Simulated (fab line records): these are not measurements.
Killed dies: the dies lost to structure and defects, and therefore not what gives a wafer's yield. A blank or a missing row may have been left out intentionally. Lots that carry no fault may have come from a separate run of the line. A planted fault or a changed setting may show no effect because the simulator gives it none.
Split-lot study | flow n5Finfet | on a route of 1938 steps: 7 lots, 21 wafers read

THE SPLIT
At N5_BEOL_M12_ETCH_67 (etches SiARC in CF4, target depth 143 nm, time 238.3 s), the setting sourceW was moved away from the recipe's 545 W on 9 of the 21 wafers read, by -13.1% to +14.5%. The other wafers ran this setting at the recipe's value.

The reading comes from the split's own step.

THE READING
rfVppV, in V, at N5_BEOL_M12_ETCH_67 (etches SiARC in CF4, target depth 143 nm, time 238.3 s). Fault-free wafers of this fab line usually give 184.0 V, standard deviation 1.3 V.

wafer  | tool, chamber at the split | sourceW as run, W | against the recipe | rfVppV, V | against lot-mates on the recipe
L074.3 | rieDiel-01, 2              | 545               | recipe             | 184.5     | -
L074.4 | rieDiel-01, 0              | 545               | recipe             | 184.6     | -
L074.5 | rieDiel-01, 3              | 545               | recipe             | 184.3     | -
L075.1 | rieDiel-04, 3              | 622.5             | +14.2%             | 176.4     | -6.5
L075.2 | rieDiel-04, 1              | 622.5             | +14.2%             | 177.9     | -5.0
L075.3 | rieDiel-04, 2              | 545               | recipe             | 182.9     | -
L082.2 | rieDiel-03, 0              | 545               | recipe             | 184.6     | -
L082.4 | rieDiel-03, 3              | 545               | recipe             | 182.4     | -
L082.6 | rieDiel-03, 3              | 545               | recipe             | 183.5     | -
L089.1 | rieDiel-03, 2              | 600               | +10.1%             | 180.3     | -2.5
L089.3 | rieDiel-03, 3              | 545               | recipe             | 182.8     | -
L089.4 | rieDiel-03, 2              | 600               | +10.1%             | 179.6     | -3.2
L094.2 | rieDiel-04, 2              | 545               | recipe             | 185.4     | -
L094.3 | rieDiel-04, 3              | 473.7             | -13.1%             | 191.6     | +6.2
L094.4 | rieDiel-04, 3              | 473.7             | -13.1%             | 195.8     | +10.4
L093.3 | rieDiel-04, 3              | 624               | +14.5%             | 177.0     | -7.9
L093.4 | rieDiel-04, 3              | 545               | recipe             | 185.8     | -
L093.6 | rieDiel-04, 0              | 545               | recipe             | 184.0     | -
L096.2 | rieDiel-04, 3              | 583.8             | +7.1%              | 181.8     | -1.6
L096.4 | rieDiel-04, 3              | 583.8             | +7.1%              | 181.3     | -2.1
L096.5 | rieDiel-04, 0              | 545               | recipe             | 183.4     | -

THE FIT
A straight line over all 21 wafers: rfVppV changes by -0.556 V for each +1% of sourceW; r = -0.95; the points scatter about the line by 1.4 V.
The same after taking each lot's own level away (the mean of its wafers on the recipe; 21 wafers): -0.483 V for each +1%; r = -0.95; scatter 1.3 V.
According to that fit, moving sourceW by its largest amount changes the reading by 7 V.
Measured against the standard deviation above, the lots' own levels, which go from 182.80 to 185.40 V, span 2.0 times it.
So the lot-to-lot level changes the slope: the two fits differ.
Check: -6.09 V against its lot-mates is what the line predicts for one of the wafers moved furthest among these (+14.5%) when that wafer is left out of the fit. It came out at -7.9 V against them.
Tool readings at the split's step, against how far the setting was moved: etchRfOnTimeS r = -0.97; rfVppV r = -0.95.

THESE WAFERS: OTHER SPLITS
These wafers also went through other splits before the reading. Each is held against what the fit with the lots' levels taken away leaves over:
other split on the same wafers     | wafers away from the commonest value | r with rfVppV (lot level and that fit taken away)
N5_BEOL_M9_ILD_DEP_00 timeS        | 8                                    | +0.09
N5_BEOL_M9_TRENCH_ETCH_37 sourceW  | 6                                    | -0.10
N5_BEOL_M10_PEB_26 pebTimeS        | 6                                    | -0.19
N5_BEOL_M10_TRENCH_ETCH_37 biasW   | 11                                   | -0.01
N5_BEOL_M11_PEB_26 pebTimeS        | 9                                    | +0.02
N5_BEOL_M11_TRENCH_ETCH_37 sourceW | 6                                    | -0.36

THE WHOLE CHAIN: every reading that the file lists as answering this split, in the file's order
step                | what it does                                           | reading       | change (the file's fit)              | r (the file's)
N5_BEOL_M12_ETCH_67 | etches SiARC in CF4, target depth 143 nm, time 238.3 s | etchRfOnTimeS | withheld for each +1% of the setting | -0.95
N5_BEOL_M12_ETCH_67 | etches SiARC in CF4, target depth 143 nm, time 238.3 s | rfVppV        | -0.469 V for each +1% of the setting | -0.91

THE FILE'S OWN FIT
rfVppV changes by -0.469 V for each +1% of sourceW, r = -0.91.
